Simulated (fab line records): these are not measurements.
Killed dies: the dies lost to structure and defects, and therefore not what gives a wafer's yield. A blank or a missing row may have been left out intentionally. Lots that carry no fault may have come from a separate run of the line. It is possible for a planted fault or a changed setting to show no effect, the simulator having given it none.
What tool caused it? :: flow nand harc :: 33 wafers from 11 lots sampled at 6 of the route's 1302 steps

WHAT EACH GAUGE READ, for each wafer
NHARC_A_SOURCE_PLATE_THK_MEAS_06: measures by ellipsometry. Usual: thk nm 200.1 nm, standard deviation 2.
lot: L399
measured: day 7 21:13
on: film metro-02
thk nm (nm): 200.8 201.1 200.4
flag: 

lot: L402
measured: day 9 10:50
on: film metro-01
thk nm (nm): 201.1 198.1 198.5
flag: 

lot: L405
measured: day 10 17:29
on: film metro-02
thk nm (nm): 204.5 200.6 203.6
flag: 

lot: L407
measured: day 12 03:17
on: film metro-01
thk nm (nm): 197.5 196.2 198.2
flag: 

lot: L408
measured: day 12 03:17
on: film metro-02
thk nm (nm): 198.7 199.3 196.7
flag: 

lot: L409
measured: day 12 12:20
on: film metro-01
thk nm (nm): 199.5 199.4 198.9
flag: 

lot: L410
measured: day 12 21:56
on: film metro-01
thk nm (nm): 268.0 266.3 267.8 268.6 267.2 267.7
flag: OFF

lot: L411
measured: day 13 05:26
on: film metro-02
thk nm (nm): 268.4 267.1 266.9 269.4 267.3 267.2
flag: OFF

lot: L412
measured: day 13 19:21
on: film metro-01
thk nm (nm): 271.3 270.6 270.7 270.7 271.3 270.5
flag: OFF

lot: L413
measured: day 14 06:12
on: film metro-02
thk nm (nm): 203.3 204.9 202.8
flag: 

lot: L420
measured: day 16 22:54
on: film metro-01
thk nm (nm): 200.2 196.8 198.3
flag: 

NHARC_A_ONON_D1_THK_MEAS_08: measures by ellipsometry. Usual: thk nm 1000 nm, standard deviation 9.7.
lot: L399
measured: day 7 22:58
on: film metro-01
thk nm (nm): 1001 1000 1000
flag: 

lot: L402
measured: day 9 12:40
on: film metro-02
thk nm (nm): 1003 1005 1004
flag: 

lot: L405
measured: day 10 19:18
on: film metro-01
thk nm (nm): 1011 1012 1013
flag: 

lot: L407
measured: day 12 05:05
on: film metro-01
thk nm (nm): 999 1001 1000
flag: 

lot: L408
measured: day 12 05:04
on: film metro-01
thk nm (nm): 985 985 984
flag: 

lot: L409
measured: day 12 14:07
on: film metro-01
thk nm (nm): 1010 1012 1011
flag: 

lot: L410
measured: day 13 08:05
on: film metro-01
thk nm (nm): 1007 1006 1007
flag: 

lot: L411
measured: day 13 15:35
on: film metro-02
thk nm (nm): 1012 1011 1011
flag: 

lot: L412
measured: day 14 07:14
on: film metro-01
thk nm (nm): 1013 1014 1014
flag: 

lot: L413
measured: day 14 08:01
on: film metro-02
thk nm (nm): 995 993 995
flag: 

lot: L420
measured: day 17 00:41
on: film metro-01
thk nm (nm): 990 992 992
flag: 

NHARC_END_SORT_01. Usual: killed at array 51, standard deviation 16; killed at other 0.6, standard deviation 0.88; killed at periphery 4.0, standard deviation 2.6; killed dies 55, standard deviation 16; killed open 3.5, standard deviation 1.9; killed short 2.3, standard deviation 1.6.
lot: L399
measured: day 25 02:24
on: prober-01
killed at array: 54 51 75
killed at other: 0 2 1
killed at periphery: 2 4 3
killed dies: 56 57 79
killed open: 3 3 4
killed short: 1 2 3
flag: 

lot: L402
measured: day 26 04:21
on: prober-01
killed at array: 56 33 41
killed at other: 0 0 1
killed at periphery: 8 6 5
killed dies: 64 39 47
killed open: 6 1 2
killed short: 0 1 2
flag: 

lot: L405
measured: day 27 11:49
on: prober-02
killed at array: 78 88 74
killed at other: 0 0 0
killed at periphery: 2 1 5
killed dies: 80 89 79
killed open: 3 3 5
killed short: 1 2 5
flag: 

lot: L407
measured: day 29 16:45
on: prober-02
killed at array: 66 60 73
killed at other: 0 3 1
killed at periphery: 12 7 7
killed dies: 78 70 81
killed open: 3 3 3
killed short: 2 3 2
flag: 

lot: L408
measured: day 29 16:44
on: prober-01
killed at array: 35 42 53
killed at other: 0 0 0
killed at periphery: 6 4 6
killed dies: 41 46 59
killed open: 7 3 6
killed short: 5 3 5
flag: 

lot: L409
measured: day 30 08:27
on: prober-02
killed at array: 57 50 40
killed at other: 0 0 0
killed at periphery: 3 4 1
killed dies: 60 54 41
killed open: 3 6 3
killed short: 2 4 1
flag: 

lot: L410
measured: day 30 16:20
on: prober-02
killed at array: 43 44 40
killed at other: 1 0 0
killed at periphery: 5 3 7
killed dies: 49 47 47
killed open: 4 4 5
killed short: 2 4 4
flag: 

lot: L411
measured: day 30 02:20
on: prober-01
killed at array: 41 45 40
killed at other: 0 1 1
killed at periphery: 1 10 5
killed dies: 42 56 46
killed open: 4 2 7
killed short: 1 1 1
flag: 

lot: L412
measured: day 30 11:19
on: prober-01
killed at array: 50 60 51
killed at other: 0 0 0
killed at periphery: 4 3 1
killed dies: 54 63 52
killed open: 3 3 2
killed short: 2 0 5
flag: 

lot: L413
measured: day 30 19:02
on: prober-01
killed at array: 24 16 32
killed at other: 2 0 0
killed at periphery: 10 9 2
killed dies: 36 25 34
killed open: 10 0 4
killed short: 2 2 5
flag: 

lot: L420
measured: day 33 10:46
on: prober-01
killed at array: 52 54 54
killed at other: 0 0 0
killed at periphery: 0 0 1
killed dies: 52 54 55
killed open: 1 2 4
killed short: 1 1 4
flag: 

TOOL THAT RAN EACH LOT (tool first, then ch and the chambers of the sampled wafers, then the start)
lot: L399
NHARC_P_BONDPAD_ACTIVATE_29: rie diel-06 ch 1,2, day 6 23:08
NHARC_A_ZERO_WELL_DESCUM_12: rie diel-07 ch 2,3, day 7 00:32
NHARC_A_SOURCE_PLATE_CVD_03: lpcvd poly-04 ch 0, day 7 11:11

lot: L402
NHARC_P_BONDPAD_ACTIVATE_29: rie diel-05 ch 1,2, day 8 11:12
NHARC_A_ZERO_WELL_DESCUM_12: rie diel-07 ch 1,2,3, day 8 12:37
NHARC_A_SOURCE_PLATE_CVD_03: lpcvd poly-03 ch 0, day 8 23:19

lot: L405
NHARC_P_BONDPAD_ACTIVATE_29: rie diel-05 ch 0,1,2, day 9 18:33
NHARC_A_ZERO_WELL_DESCUM_12: rie diel-08 ch 0,2,3, day 9 19:49
NHARC_A_SOURCE_PLATE_CVD_03: lpcvd poly-03 ch 0, day 10 07:04

lot: L407
NHARC_P_BONDPAD_ACTIVATE_29: rie diel-05 ch 0,3, day 11 01:43
NHARC_A_ZERO_WELL_DESCUM_12: rie diel-07 ch 0,2, day 11 03:08
NHARC_A_SOURCE_PLATE_CVD_03: lpcvd poly-04 ch 0, day 11 15:53

lot: L408
NHARC_P_BONDPAD_ACTIVATE_29: rie diel-06 ch 1,2, day 11 05:18
NHARC_A_ZERO_WELL_DESCUM_12: rie diel-08 ch 0,1, day 11 06:41
NHARC_A_SOURCE_PLATE_CVD_03: lpcvd poly-04 ch 0, day 11 15:53

lot: L409
NHARC_P_BONDPAD_ACTIVATE_29: rie diel-05 ch 0,1,3, day 11 09:57
NHARC_A_ZERO_WELL_DESCUM_12: rie diel-07 ch 0,2,3, day 11 11:22
NHARC_A_SOURCE_PLATE_CVD_03: lpcvd poly-04 ch 0, day 12 02:20

lot: L410
NHARC_P_BONDPAD_ACTIVATE_29: rie diel-05 ch 1,2,3, day 11 20:23
NHARC_A_ZERO_WELL_DESCUM_12: rie diel-07 ch 0,2,3, day 11 21:39
NHARC_A_SOURCE_PLATE_CVD_03: lpcvd poly-02 ch 0, day 12 09:29

lot: L411
NHARC_P_BONDPAD_ACTIVATE_29: rie diel-05 ch 1,3, day 12 05:16
NHARC_A_ZERO_WELL_DESCUM_12: rie diel-07 ch 0,1, day 12 06:40
NHARC_A_SOURCE_PLATE_CVD_03: lpcvd poly-02 ch 0, day 12 18:32

lot: L412
NHARC_P_BONDPAD_ACTIVATE_29: rie diel-09 ch 0,1, day 12 17:07
NHARC_A_ZERO_WELL_DESCUM_12: rie diel-07 ch 0,2,3, day 12 18:24
NHARC_A_SOURCE_PLATE_CVD_03: lpcvd poly-02 ch 0, day 13 07:46

lot: L413
NHARC_P_BONDPAD_ACTIVATE_29: rie diel-05 ch 0,1, day 13 03:35
NHARC_A_ZERO_WELL_DESCUM_12: rie diel-07 ch 0,2, day 13 05:04
NHARC_A_SOURCE_PLATE_CVD_03: lpcvd poly-03 ch 0, day 13 18:19

lot: L420
NHARC_P_BONDPAD_ACTIVATE_29: rie diel-09 ch 2,3, day 15 22:21
NHARC_A_ZERO_WELL_DESCUM_12: rie diel-07 ch 0,1,2, day 15 23:38
NHARC_A_SOURCE_PLATE_CVD_03: lpcvd poly-02 ch 0, day 16 11:32
- NHARC_P_BONDPAD_ACTIVATE_29: chemistry N2, time 60 s.
- NHARC_A_ZERO_WELL_DESCUM_12: chemistry O2, time 3 s.
- NHARC_A_SOURCE_PLATE_CVD_03: deposits poly-Si, target thk 200 nm, time 4000 s.

AS READ BY THE TOOLS THEMSELVES (means over the sampled wafers that have a number; for cases with no such wafer, the mark the record gives instead)
NHARC_P_BONDPAD_ACTIVATE_29. Usual: drypump motor current A 5.6 A, standard deviation 0.51; oes product au 1.001 a.u., standard deviation 0.007; rf vpp V 63.9 V, standard deviation 0.93; showerhead plenum p Torr 1.73 Torr, standard deviation 0.069.
lot: L399
tool: rie diel-06
drypump motor current A (A): 6.2
oes product au (a.u.): 1.003
rf vpp V (V): 64.0
showerhead plenum p Torr (Torr): 1.72
flag: 

lot: L402
tool: rie diel-05
drypump motor current A (A): 6.1
oes product au (a.u.): 1.006
rf vpp V (V): 64.1
showerhead plenum p Torr (Torr): 1.74
flag: 

lot: L405
tool: rie diel-05
drypump motor current A (A): 5.9
oes product au (a.u.): 1.007
rf vpp V (V): 64.0
showerhead plenum p Torr (Torr): 1.73
flag: 

lot: L407
tool: rie diel-05
drypump motor current A (A): 5.2
oes product au (a.u.): 1.008
rf vpp V (V): 64.0
showerhead plenum p Torr (Torr): 1.68
flag: 

lot: L408
tool: rie diel-06
drypump motor current A (A): 6.2
oes product au (a.u.): 1.009
rf vpp V (V): 63.5
showerhead plenum p Torr (Torr): 1.71
flag: 

lot: L409
tool: rie diel-05
drypump motor current A (A): 5.5
oes product au (a.u.): 1.000
rf vpp V (V): 63.1
showerhead plenum p Torr (Torr): 1.68
flag: 

lot: L410
tool: rie diel-05
drypump motor current A (A): 5.9
oes product au (a.u.): 0.998
rf vpp V (V): 64.2
showerhead plenum p Torr (Torr): 1.75
flag: 

lot: L411
tool: rie diel-05
drypump motor current A (A): 5.4
oes product au (a.u.): 1.001
rf vpp V (V): 63.6
showerhead plenum p Torr (Torr): 1.71
flag: 

lot: L412
tool: rie diel-09
drypump motor current A (A): 5.1
oes product au (a.u.): 0.998
rf vpp V (V): 64.0
showerhead plenum p Torr (Torr): 1.76
flag: 

lot: L413
tool: rie diel-05
drypump motor current A (A): 5.7
oes product au (a.u.): 1.005
rf vpp V (V): 63.1
showerhead plenum p Torr (Torr): 1.67
flag: 

lot: L420
tool: rie diel-09
drypump motor current A (A): 5.2
oes product au (a.u.): 0.995
rf vpp V (V): 63.8
showerhead plenum p Torr (Torr): 1.73
flag: 

NHARC_A_ZERO_WELL_DESCUM_12. Usual: drypump motor current A 5.7 A, standard deviation 0.49; oes product au 1.002 a.u., standard deviation 0.0081; rf vpp V 57.9 V, standard deviation 0.96; showerhead plenum p Torr 1.91 Torr, standard deviation 0.076; throttle valve pct 11.313 %, standard deviation 0.0084.
lot: L399
tool: rie diel-07
drypump motor current A (A): 5.7
oes product au (a.u.): 1.006
rf vpp V (V): 58.8
showerhead plenum p Torr (Torr): 1.96
throttle valve pct (%): 11.322
flag: 

lot: L402
tool: rie diel-07
drypump motor current A (A): 5.9
oes product au (a.u.): 1.002
rf vpp V (V): 59.0
showerhead plenum p Torr (Torr): 1.91
throttle valve pct (%): 11.314
flag: 

lot: L405
tool: rie diel-08
drypump motor current A (A): 5.7
oes product au (a.u.): 0.996
rf vpp V (V): 58.2
showerhead plenum p Torr (Torr): 1.83
throttle valve pct (%): 11.319
flag: 

lot: L407
tool: rie diel-07
drypump motor current A (A): 5.2
oes product au (a.u.): 0.996
rf vpp V (V): 59.4
showerhead plenum p Torr (Torr): 1.92
throttle valve pct (%): 11.316
flag: 

lot: L408
tool: rie diel-08
drypump motor current A (A): 6.0
oes product au (a.u.): 0.993
rf vpp V (V): 57.5
showerhead plenum p Torr (Torr): 1.82
throttle valve pct (%): 11.305
flag: 

lot: L409
tool: rie diel-07
drypump motor current A (A): 5.5
oes product au (a.u.): 1.010
rf vpp V (V): 58.2
showerhead plenum p Torr (Torr): 1.97
throttle valve pct (%): 11.313
flag: 

lot: L410
tool: rie diel-07
drypump motor current A (A): 5.5
oes product au (a.u.): 1.004
rf vpp V (V): 58.0
showerhead plenum p Torr (Torr): 1.97
throttle valve pct (%): 11.312
flag: 

lot: L411
tool: rie diel-07
drypump motor current A (A): 5.8
oes product au (a.u.): 1.004
rf vpp V (V): 57.6
showerhead plenum p Torr (Torr): 1.97
throttle valve pct (%): 11.316
flag: 

lot: L412
tool: rie diel-07
drypump motor current A (A): 5.5
oes product au (a.u.): 1.002
rf vpp V (V): 57.8
showerhead plenum p Torr (Torr): 1.97
throttle valve pct (%): 11.304
flag: 

lot: L413
tool: rie diel-07
drypump motor current A (A): 5.2
oes product au (a.u.): 1.007
rf vpp V (V): 57.4
showerhead plenum p Torr (Torr): 1.92
throttle valve pct (%): 11.315
flag: 

lot: L420
tool: rie diel-07
drypump motor current A (A): 5.7
oes product au (a.u.): 1.002
rf vpp V (V): 56.9
showerhead plenum p Torr (Torr): 1.91
throttle valve pct (%): 11.316
flag: 

NHARC_A_SOURCE_PLATE_CVD_03. Usual: spike tc bottom C 639.7 C, standard deviation 0.98; spike tc centre C 621.2 C, standard deviation 1.4; spike tc lower C 619.5 C, standard deviation 1.6; spike tc top C 638.9 C, standard deviation 1.7; spike tc upper C 619.2 C, standard deviation 1; tube center temp C 620 C, standard deviation 0.058.
lot: L399
tool: lpcvd poly-04
spike tc bottom C (C): 639.0
spike tc centre C (C): 619.8
spike tc lower C (C): 620.5
spike tc top C (C): 638.6
spike tc upper C (C): 619.0
tube center temp C (C): 620
flag: 

lot: L402
tool: lpcvd poly-03
spike tc bottom C (C): 639.6
spike tc centre C (C): 620.0
spike tc lower C (C): 618.4
spike tc top C (C): 640.5
spike tc upper C (C): 618.7
tube center temp C (C): 620
flag: 

lot: L405
tool: lpcvd poly-03
spike tc bottom C (C): 639.1
spike tc centre C (C): 620.7
spike tc lower C (C): 618.4
spike tc top C (C): 641.3
spike tc upper C (C): 619.8
tube center temp C (C): 620
flag: 

lot: L407
tool: lpcvd poly-04
spike tc bottom C (C): 638.8
spike tc centre C (C): 619.4
spike tc lower C (C): 621.3
spike tc top C (C): 637.8
spike tc upper C (C): 619.0
tube center temp C (C): 620
flag: 

lot: L408
tool: lpcvd poly-04
spike tc bottom C (C): 639.3
spike tc centre C (C): 620.9
spike tc lower C (C): 620.8
spike tc top C (C): 638.7
spike tc upper C (C): 618.3
tube center temp C (C): 620
flag: 

lot: L409
tool: lpcvd poly-04
spike tc bottom C (C): 639.9
spike tc centre C (C): 620.1
spike tc lower C (C): 620.8
spike tc top C (C): 637.8
spike tc upper C (C): 618.7
tube center temp C (C): 620
flag: 

lot: L410
tool: lpcvd poly-02
spike tc bottom C (C): 653.3
spike tc centre C (C): 634.6
spike tc lower C (C): 632.0
spike tc top C (C): 650.4
spike tc upper C (C): 632.4
tube center temp C (C): 633
flag: OFF

lot: L411
tool: lpcvd poly-02
spike tc bottom C (C): 652.8
spike tc centre C (C): 635.1
spike tc lower C (C): 632.6
spike tc top C (C): 651.0
spike tc upper C (C): 631.7
tube center temp C (C): 633
flag: OFF

lot: L412
tool: lpcvd poly-02
spike tc bottom C (C): 652.4
spike tc centre C (C): 635.7
spike tc lower C (C): 633.4
spike tc top C (C): 649.3
spike tc upper C (C): 631.4
tube center temp C (C): 633
flag: OFF

lot: L413
tool: lpcvd poly-03
spike tc bottom C (C): 639.3
spike tc centre C (C): 621.7
spike tc lower C (C): 617.6
spike tc top C (C): 640.6
spike tc upper C (C): 619.5
tube center temp C (C): 620
flag: 

lot: L420
tool: lpcvd poly-02
spike tc bottom C (C): 639.7
spike tc centre C (C): 623.0
spike tc lower C (C): 619.2
spike tc top C (C): 638.6
spike tc upper C (C): 618.9
tube center temp C (C): 620
flag: 

THE ANSWER, worked out from the rows above alone
Rule: a lot counts as off when the mean over its wafers that have a number is more than 3 standard deviations away from the usual mean. A lot without any number at a reading at which 4 lots or more have one is off too. The other lots that the step has rows for count as sound. First the gauges in route order, then the tools' own readings, where a lot's mean is used as printed above. At the first step where some lot is off, the reading lying furthest off is the one used; lots without a number count as furthest.
Off at NHARC_A_SOURCE_PLATE_THK_MEAS_06 (thk nm): L410, L411, L412.
A tool fits if, at a process step before that reading, it ran every lot that is off, and no sound lot after the first of them. The gauges at NHARC_A_SOURCE_PLATE_THK_MEAS_06 aren't tried: what is off there is off at NHARC_A_SOURCE_PLATE_CVD_03 too, on other tools, and a gauge's error can't cause that. Of those tried, none fits.

WHAT THE SIMULATOR HAD PUT IN
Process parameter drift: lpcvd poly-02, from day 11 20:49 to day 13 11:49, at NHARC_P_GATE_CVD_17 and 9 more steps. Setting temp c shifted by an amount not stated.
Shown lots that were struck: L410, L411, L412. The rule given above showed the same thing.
